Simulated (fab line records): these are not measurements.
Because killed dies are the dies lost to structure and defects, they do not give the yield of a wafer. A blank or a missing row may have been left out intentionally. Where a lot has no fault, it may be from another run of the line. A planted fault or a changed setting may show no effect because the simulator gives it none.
fab line records -- flow n5Finfet
record: lots: 10, wafers: 30, lastDay: 17
route steps=1938 shown BEOL_M1@818 BEOL_M2@845 BEOL_M4@1111
lots untouched by any fault: they come from a run of this same line in which no faults occurred
startH: start of the lot's first displayed wafer, in hours after the record's first day -- waitH: hours from the lot's prior step to this one -- " as in the row above -- L1.1+2: a row that stands for several wafers -- - either no value or no given start -- * or withheld: withheld -- < > ~ a bound
route shown NAME@n: NAME is a module with steps in the file, n the number in the route of the first one -- usual: mean/standard deviation of fault-free wafers -- same: alike in all rows -- chamber/n: place in a boat -- sites: each site's reading -- _std_site: the standard deviation of these -- _edge_site: outer sites' mean less inner sites' -- radiusMm: how far each site lies from the wafer's centre -- mask NAME#n: copy n -- behind: the most recent tool/chamber to have shaped the wafer -- hold: why the lot was held/for how many hours/how that ended -- device: whichever transistor did not switch (one of n, p or np) -- end of line: tests run on the same wafers once the route is complete -- a step without rows: its recipe alone -- killed: dies that structure and defects cost at the first sort, which is not the same as the wafer's yield -- map: dies across one wafer; x = killed, . = not, _ = none there
set.NAME: the setting the step ran with; set.NAME@STEP: the setting that earlier step ran with -- model.NAME: the simulator's own value behind a step, which no gauge read
steps of the route over a sample of lots; a table a step, a row a wafer
services: when a tool's chamber went out of use (startH, in hours from the record's first day, below 0 if earlier), for how many hours, and the reason
== steps ==
step: N5_BEOL_M1_SPUTTER_81
recipe: material: Cu, targetThkA: 45, tempC: -20, chamberPressurePa: 0.07, powerW: withheld, timeS: 8.29
usual: susceptorTempC: -20.01/0.11, throttleValvePct: 30.7/1.1
lot.wafer,tool,chamber,startH,waitH,susceptorTempC,throttleValvePct
L302.1,pvdSputter-02,-,135.01,0.1,-20.08,30.7
L302.3,pvdSputter-02,-,135.01,0.1,-20.00,30.7
L302.4,pvdSputter-02,-,135.01,0.1,-19.86,29.8
L303.2,pvdSputter-01,-,138.50,0.1,-20.00,31.2
L303.3,pvdSputter-01,-,138.50,0.1,-19.87,32.5
L303.5,pvdSputter-01,-,138.50,0.1,-20.07,31.7
L308.1,pvdSputter-01,-,165.87,0.1,-20.17,30.4
L308.5,pvdSputter-01,-,165.87,0.1,-20.08,32.7
L308.6,pvdSputter-01,-,165.87,0.1,-20.01,30.0
L314.4,pvdSputter-02,-,209.51,0.1,-20.05,30.5
L314.5,pvdSputter-02,-,209.51,0.1,-19.99,29.7
L314.6,pvdSputter-02,-,209.51,0.1,-20.26,30.3
L313.1,pvdSputter-01,-,220.05,0.1,-19.96,31.4
L313.3,pvdSputter-01,-,220.05,0.1,-20.09,32.7
L313.4,pvdSputter-01,-,220.05,0.1,-19.85,30.1
L317.1,pvdSputter-03,-,226.23,0.1,-19.91,28.5
L317.4,pvdSputter-03,-,226.23,0.1,-20.07,28.6
L317.6,pvdSputter-03,-,226.23,0.1,-19.92,31.1
L319.4,pvdSputter-01,-,234.98,0.1,-20.12,30.4
L319.5,pvdSputter-01,-,234.98,0.1,-19.97,30.1
L319.6,pvdSputter-01,-,234.98,0.1,-20.07,32.7
L321.1,pvdSputter-02,-,249.00,0.1,-19.86,29.9
L321.4,pvdSputter-02,-,249.00,0.1,-20.03,30.2
L321.6,pvdSputter-02,-,249.00,0.1,-20.12,30.3
L323.1,pvdSputter-01,-,268.41,0.1,-19.99,30.3
L323.3,pvdSputter-01,-,268.41,0.1,-19.89,32.7
L323.5,pvdSputter-01,-,268.41,0.1,-19.98,30.1
L324.3,pvdSputter-03,-,278.17,0.1,-19.99,28.7
L324.4,pvdSputter-03,-,278.17,0.1,-19.92,30.6
L324.6,pvdSputter-03,-,278.17,0.1,-20.03,30.6
step: N5_BEOL_M1_SPUTTER_88
recipe: material: Cu, targetThkA: 45, tempC: -20, chamberPressurePa: 0.07, powerW: withheld, timeS: 8.29
usual: susceptorTempC: -20.01/0.11, throttleValvePct: 30.7/1
lot.wafer,tool,chamber,startH,waitH,susceptorTempC,throttleValvePct
L302.1,pvdSputter-02,-,135.45,0.1,-19.85,31.1
L302.3,pvdSputter-02,-,135.45,0.1,-20.09,30.4
L302.4,pvdSputter-02,-,135.45,0.1,-20.04,29.6
L303.2,pvdSputter-01,-,138.94,0.1,-19.91,31.1
L303.3,pvdSputter-01,-,138.94,0.1,-19.97,32.7
L303.5,pvdSputter-01,-,138.94,0.1,-20.04,31.4
L308.1,pvdSputter-01,-,166.31,0.1,-20.02,30.4
L308.5,pvdSputter-01,-,166.31,0.1,-19.89,32.7
L308.6,pvdSputter-01,-,166.31,0.1,-20.03,30.1
L314.4,pvdSputter-02,-,209.95,0.1,-20.00,30.3
L314.5,pvdSputter-02,-,209.95,0.1,-20.00,29.5
L314.6,pvdSputter-02,-,209.95,0.1,-20.10,30.6
L313.1,pvdSputter-01,-,220.49,0.1,-19.87,31.5
L313.3,pvdSputter-01,-,220.49,0.1,-19.79,32.8
L313.4,pvdSputter-01,-,220.49,0.1,-19.98,30.0
L317.1,pvdSputter-03,-,226.67,0.1,-19.90,28.9
L317.4,pvdSputter-03,-,226.67,0.1,-19.82,29.1
L317.6,pvdSputter-03,-,226.67,0.1,-19.89,31.1
L319.4,pvdSputter-01,-,235.42,0.1,-19.95,30.2
L319.5,pvdSputter-01,-,235.42,0.1,-20.04,30.1
L319.6,pvdSputter-01,-,235.42,0.1,-19.89,32.5
L321.1,pvdSputter-02,-,249.44,0.1,-20.01,29.6
L321.4,pvdSputter-02,-,249.44,0.1,-19.90,30.4
L321.6,pvdSputter-02,-,249.44,0.1,-19.97,30.8
L323.1,pvdSputter-01,-,268.85,0.1,-20.13,30.7
L323.3,pvdSputter-01,-,268.85,0.1,-20.07,32.7
L323.5,pvdSputter-01,-,268.85,0.1,-19.97,30.2
L324.3,pvdSputter-03,-,278.61,0.1,-19.94,28.6
L324.4,pvdSputter-03,-,278.61,0.1,-20.15,30.7
L324.6,pvdSputter-03,-,278.61,0.1,-20.21,30.5
step: N5_BEOL_M1_ANNEAL_89
recipe: tempC: 400, timeS: 240, ambient: vacuum
usual: heaterPowerW: 861/52, susceptorTempC: 400.01/0.21
lot.wafer,tool,chamber,startH,waitH,heaterPowerW,susceptorTempC
L302.1,pvdSputter-02,-,135.53,0.0,869,400.03
L302.3,pvdSputter-02,-,135.53,0.0,912,400.36
L302.4,pvdSputter-02,-,135.53,0.0,952,400.24
L303.2,pvdSputter-01,-,139.02,0.0,803,399.88
L303.3,pvdSputter-01,-,139.02,0.0,843,399.49
L303.5,pvdSputter-01,-,139.02,0.0,799,399.80
L308.1,pvdSputter-01,-,166.39,0.0,805,400.48
L308.5,pvdSputter-01,-,166.39,0.0,842,400.11
L308.6,pvdSputter-01,-,166.39,0.0,905,399.98
L314.4,pvdSputter-02,-,210.03,0.0,888,399.96
L314.5,pvdSputter-02,-,210.03,0.0,952,399.70
L314.6,pvdSputter-02,-,210.03,0.0,894,399.54
L313.1,pvdSputter-01,-,220.57,0.0,829,400.17
L313.3,pvdSputter-01,-,220.57,0.0,855,400.38
L313.4,pvdSputter-01,-,220.57,0.0,903,400.12
L317.1,pvdSputter-03,-,226.75,0.0,811,400.24
L317.4,pvdSputter-03,-,226.75,0.0,992,400.16
L317.6,pvdSputter-03,-,226.75,0.0,811,400.17
L319.4,pvdSputter-01,-,235.50,0.0,795,399.84
L319.5,pvdSputter-01,-,235.50,0.0,891,400.02
L319.6,pvdSputter-01,-,235.50,0.0,865,399.91
L321.1,pvdSputter-02,-,249.52,0.0,942,399.71
L321.4,pvdSputter-02,-,249.52,0.0,872,399.84
L321.6,pvdSputter-02,-,249.52,0.0,902,400.09
L323.1,pvdSputter-01,-,268.93,0.0,781,400.08
L323.3,pvdSputter-01,-,268.93,0.0,870,400.14
L323.5,pvdSputter-01,-,268.93,0.0,899,399.95
L324.3,pvdSputter-03,-,278.69,0.0,833,400.16
L324.4,pvdSputter-03,-,278.69,0.0,866,399.82
L324.6,pvdSputter-03,-,278.69,0.0,832,399.73
step: N5_BEOL_M2_COAT_61
recipe: resist: SOC, tempC: 250, timeS: 60, spinRpm: 1500, resistThkNm: 60
usual: chillPlateTempC: 22.98/0.11, heaterPowerTotalW: 500.2/1.8, runLengthS: 66.27/0.23
lot.wafer,tool,chamber,startH,waitH,chillPlateTempC,heaterPowerTotalW,runLengthS
L302.1,lithoTrack-03,0,139.21,0.1,22.81,501.7,66.23
L302.3,lithoTrack-03,0,139.21,0.1,22.87,498.5,66.26
L302.4,lithoTrack-03,0,139.21,0.1,22.84,499.2,66.32
L303.2,lithoTrack-05,0,142.84,0.1,22.97,501.4,66.30
L303.3,lithoTrack-05,0,142.84,0.1,23.04,499.0,66.47
L303.5,lithoTrack-05,0,142.84,0.1,22.89,502.7,66.48
L308.1,lithoTrack-05,0,172.66,0.1,22.94,499.3,66.33
L308.5,lithoTrack-05,0,172.66,0.1,22.97,498.6,66.46
L308.6,lithoTrack-05,0,172.66,0.1,22.82,502.2,66.28
L314.4,lithoTrack-05,0,216.06,0.1,23.05,549.1,57.92
L314.5,lithoTrack-05,0,216.06,0.1,23.04,503.2,66.34
L314.6,lithoTrack-05,0,216.06,0.1,23.09,501.0,66.56
L313.1,lithoTrack-05,0,224.56,0.1,22.92,498.9,66.40
L313.3,lithoTrack-05,0,224.56,0.1,23.10,544.1,57.99
L313.4,lithoTrack-05,0,224.56,0.1,23.11,549.1,57.91
L317.1,lithoTrack-03,0,229.32,0.1,22.94,500.0,66.53
L317.4,lithoTrack-03,0,229.32,0.1,22.92,498.2,66.38
L317.6,lithoTrack-03,0,229.32,0.1,22.92,500.5,66.46
L319.4,lithoTrack-03,0,238.46,0.1,22.90,497.6,66.35
L319.5,lithoTrack-03,0,238.46,0.1,22.98,501.4,66.50
L319.6,lithoTrack-03,0,238.46,0.1,23.12,502.2,66.36
L321.1,lithoTrack-03,0,252.31,0.1,22.96,503.3,66.35
L321.4,lithoTrack-03,0,252.31,0.1,22.82,501.4,66.31
L321.6,lithoTrack-03,0,252.31,0.1,22.83,502.8,66.24
L323.1,lithoTrack-03,0,271.69,0.1,23.11,500.8,66.40
L323.3,lithoTrack-03,0,271.69,0.1,23.15,501.0,66.34
L323.5,lithoTrack-03,0,271.69,0.1,23.02,500.3,66.28
L324.3,lithoTrack-01,0,282.52,0.1,23.06,502.7,65.84
L324.4,lithoTrack-01,0,282.52,0.1,23.05,503.4,66.10
L324.6,lithoTrack-01,0,282.52,0.1,23.00,501.4,66.30
step: N5_BEOL_M4_RC_MEAS_101
usual: DIBL_N: 35.9/1.9, DIBL_P: 35.8/2.4, IOFF_N: 0.15/0.031, IOFF_P: 0.21/0.037, ION_N: 672/13, ION_P: 462/8.3, SS_N: 71.5/0.72, SS_P: 73.2/0.67, VT_N: 250/3.4, VT_P: -250/3.4
lot.wafer,tool,chamber,startH,waitH,DIBL_N[mV/V],DIBL_P[mV/V],IOFF_N[nA/um],IOFF_P[nA/um],ION_N[uA/um],ION_P[uA/um],SS_N[mV/dec],SS_P[mV/dec],VT_N[mV],VT_P[mV]
L302.1,prober-01,0,176.60,0.0,36.6,36.7,0.16,0.23,671,469,71.6,73.5,250,-248
L302.3,prober-01,0,176.60,0.0,34.4,35.1,0.12,0.21,640,456,70.6,73.6,257,-249
L302.4,prober-01,0,176.60,0.0,35.2,36.2,0.14,0.23,667,472,70.9,73.5,253,-249
L303.2,prober-02,0,184.98,0.2,32.8,33.2,0.11,0.14,650,452,70.8,72.9,255,-258
L303.3,prober-02,0,184.98,0.2,33.6,34.1,0.11,0.14,640,435,70.8,73.1,259,-259
L303.5,prober-02,0,184.98,0.2,32.4,32.9,0.10,0.13,651,444,70.5,72.6,258,-258
L308.1,prober-02,0,203.01,0.0,35.9,36.7,0.16,0.22,684,462,70.7,73.4,248,-252
L308.5,prober-02,0,203.01,0.0,33.1,32.7,0.11,0.16,657,456,70.2,71.7,252,-254
L308.6,prober-02,0,203.01,0.0,36.3,36.9,0.17,0.22,678,460,71.2,73.2,247,-248
L314.4,prober-01,0,245.17,0.5,36.8,38.0,0.17,0.24,676,465,71.6,73.1,249,-245
L314.5,prober-01,0,245.17,0.5,35.0,35.3,0.14,0.20,655,459,71.8,73.2,253,-247
L314.6,prober-01,0,245.17,0.5,34.6,36.1,0.14,0.21,679,470,71.0,73.0,249,-246
L313.1,prober-01,0,253.06,0.0,38.2,38.1,0.20,0.28,686,473,71.8,74.0,245,-246
L313.3,prober-01,0,253.06,0.0,34.0,32.7,0.13,0.19,665,461,70.9,72.1,251,-249
L313.4,prober-01,0,253.06,0.0,36.5,35.6,0.17,0.24,675,469,70.3,73.5,250,-246
L317.1,prober-01,0,264.32,0.0,35.3,36.0,0.14,0.21,675,473,70.9,73.6,251,-248
L317.4,prober-01,0,264.32,0.0,35.6,35.1,0.14,0.19,669,460,70.4,73.2,252,-250
L317.6,prober-01,0,264.32,0.0,34.8,35.6,0.13,0.20,666,461,71.4,72.9,254,-251
L319.4,prober-01,0,287.27,0.5,35.1,33.9,0.13,0.17,674,463,71.7,72.8,254,-256
L319.5,prober-01,0,287.27,0.5,38.3,38.0,0.18,0.23,693,480,71.4,73.7,250,-249
L319.6,prober-01,0,287.27,0.5,37.1,36.6,0.16,0.20,674,455,72.0,73.1,251,-253
L321.1,prober-01,0,295.81,0.0,37.3,37.4,0.19,0.26,682,470,71.5,73.0,244,-246
L321.4,prober-01,0,295.81,0.0,35.4,36.2,0.16,0.23,676,472,70.8,73.6,247,-248
L321.6,prober-01,0,295.81,0.0,35.8,35.8,0.17,0.23,688,471,70.9,72.9,247,-248
L323.1,prober-01,0,310.02,0.0,38.1,39.6,0.19,0.26,677,462,72.5,74.5,246,-246
L323.3,prober-01,0,310.02,0.0,37.9,38.2,0.18,0.23,696,474,72.1,74.2,249,-248
L323.5,prober-01,0,310.02,0.0,35.8,37.0,0.15,0.20,674,464,71.2,74.0,251,-251
L324.3,prober-02,0,313.89,0.3,34.6,33.6,0.13,0.20,674,473,70.6,72.7,250,-251
L324.4,prober-02,0,313.89,0.3,36.8,35.7,0.17,0.23,690,475,71.4,73.0,249,-247
L324.6,prober-02,0,313.89,0.3,36.9,35.7,0.16,0.23,682,473,71.3,72.5,253,-247
== services ==
tool,chamber,startH,hours,kind
pvdSputter-03,-,113.99,0.9,repair
pvdSputter-01,-,129.15,1.9,repair
pvdSputter-02,-,238.19,1.5,repair
lithoTrack-01,-,238.30,-,consumableReplace:filter
== key ==
firstSign: step: N5_BEOL_M2_COAT_61, reading: runLengthS, direction: down, sigmas: 36, usual: *, struck: *
effect: step: N5_BEOL_M2_COAT_61, reading: heaterPowerTotalW, direction: up, sigmas: 26, usual: *, struck: *
metAt N5_BEOL_M2_COAT_61
struckLots L313,L314
struckWafers L313.3,L313.4,L314.4
notActingAt N5_BEOL_M1_SPUTTER_81,N5_BEOL_M1_SPUTTER_88,N5_BEOL_M1_ANNEAL_89
onsetBetween 172.66 216.06
fault: kind: processParameterDrift, tool: lithoTrack-05, chamber: -, onsetH: 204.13, steps: N5_BEOL_M2_COAT_61, channel: timeS, offset: *, shape: step, endH: 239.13, scope: struckWafersOnly, actsIn: *, stated: *
